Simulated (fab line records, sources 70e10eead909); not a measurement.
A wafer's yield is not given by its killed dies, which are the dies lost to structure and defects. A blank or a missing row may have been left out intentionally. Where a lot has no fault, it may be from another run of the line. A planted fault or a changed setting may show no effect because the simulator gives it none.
Which of the tools did it?	flow nand-harc	Sampling: 11 lots, 33 wafers, 5 of 1159 route steps

## WHAT EACH GAUGE READ, for each wafer
NHARC_END_SORT_01.
lot	measured	on	killed-at-array
L846	day 20 05:58	prober-02	35 30 41
L855	day 22 07:40	prober-02	675 674 676
L856	day 22 06:01	prober-01	673 673 672
L857	day 22 15:24	prober-01	673 675 673
L863	day 24 04:29	prober-01	15 21 17

## TOOL THAT RAN EACH LOT (tool first, then ch and the chambers of the sampled wafers, then the start)
lot	NHARC_A_CONTACT_ETCH_51	NHARC_A_CONTACT_ETCH_118	NHARC_A_CONTACT_ETCH_96	NHARC_A_CONTACT_STRIP_55
L845	rie-diel-04 ch 0,1,2, day 16 04:41 or earlier	har-cap-etch-02 ch 0,1, day 16 04:41	rie-diel-03 ch 1,3, day 16 05:53	rie-diel-03 ch 0,3, no start
L846	rie-diel-04 ch 0,1, day 16 11:37 or earlier	har-cap-etch-02 ch 0,1, day 16 11:37	rie-diel-03 ch 1,3, day 16 12:49	rie-diel-04 ch 1,2,3, day 20 05:58 or earlier
L847	rie-diel-03 ch 1,2, day 16 18:01 or earlier	har-cap-etch-03 ch 0,1, day 16 18:01	rie-diel-03 ch 1,2, day 16 19:37	rie-diel-01 ch 0,1, no start
L848	rie-diel-04 ch 1,3, day 17 12:24 or earlier	har-cap-etch-02 ch 0,1, day 17 12:24	rie-diel-04 ch 0,2,3, day 17 13:35	rie-diel-01 ch 1,2,3, no start
L855	rie-diel-01 ch 1,2,3, day 19 07:35 or earlier	har-cap-etch-01 ch 0,1, day 19 07:35	rie-diel-03 ch 2,3, day 19 08:46	rie-diel-03 ch 0,1,3, day 22 07:40 or earlier
L856	rie-diel-04 ch 1,2,3, day 19 08:02 or earlier	har-cap-etch-02 ch 1, day 19 08:02	rie-diel-03 ch 0,1,2, day 19 09:13	rie-diel-01 ch 2,3, day 22 06:01 or earlier
L857	rie-diel-03 ch 0,1,3, day 19 11:25 or earlier	har-cap-etch-03 ch 0,1, day 19 11:25	rie-diel-03 ch 1,2,3, day 19 12:35	rie-diel-03 ch 0,3, day 22 15:24 or earlier
L863	rie-diel-01 ch 2,3, day 21 00:56 or earlier	har-cap-etch-03 ch 0,1, day 21 00:56	rie-diel-04 ch 0,2,3, day 21 02:08	rie-diel-04 ch 0,1,3, day 24 04:29 or earlier
L862	rie-diel-04 ch 0,3, day 21 02:14 or earlier	har-cap-etch-02 ch 0,1, day 21 02:14	rie-diel-04 ch 2,3, day 21 03:25	rie-diel-04 ch 0,1,2, no start
L865	rie-diel-04 ch 1,2, day 21 19:11 or earlier	har-cap-etch-03 ch 0,1, day 21 19:11	rie-diel-04 ch 1,2,3, day 21 20:27	rie-diel-04 ch 1,3, no start
L867	rie-diel-03 ch 1,3, day 22 05:29 or earlier	har-cap-etch-01 ch 0,1, day 22 05:29	rie-diel-01 ch 1,2,3, day 22 06:39	rie-diel-01 ch 0,1,2, no start
- NHARC_A_CONTACT_ETCH_51: etches the open film in O2/COS, target depth 3600 nm, time 936 s.
- NHARC_A_CONTACT_ETCH_118: etches the open film in C4F8/O2/Ar, time 94 s, target depth 922 nm.
- NHARC_A_CONTACT_ETCH_96: etches the open film in C4F6/O2, target depth 20 nm, time 10 s.
- NHARC_A_CONTACT_STRIP_55: strips in O2.

## THE ANSWER, worked out from the rows above alone
Rule: usual is defined by the lots themselves. The widest of any qualifying gaps counts: lots, ordered by their means at a reading, are off when they make up no more than a third of the lots, leave a main group of 4 or more, and stand apart from it by 3 or more times the standard deviation of that group's means. A main group whose means are all the same, to the digits that the tables above print for the reading, isn't used. A lot without any number at a reading at which 4 lots or more have one is off too. All remaining lots with rows at the step are treated as sound.
No lot is off on any of the readings shown, so nothing can be concluded from this.

## WHAT HAD BEEN PUT IN BY THE SIMULATOR
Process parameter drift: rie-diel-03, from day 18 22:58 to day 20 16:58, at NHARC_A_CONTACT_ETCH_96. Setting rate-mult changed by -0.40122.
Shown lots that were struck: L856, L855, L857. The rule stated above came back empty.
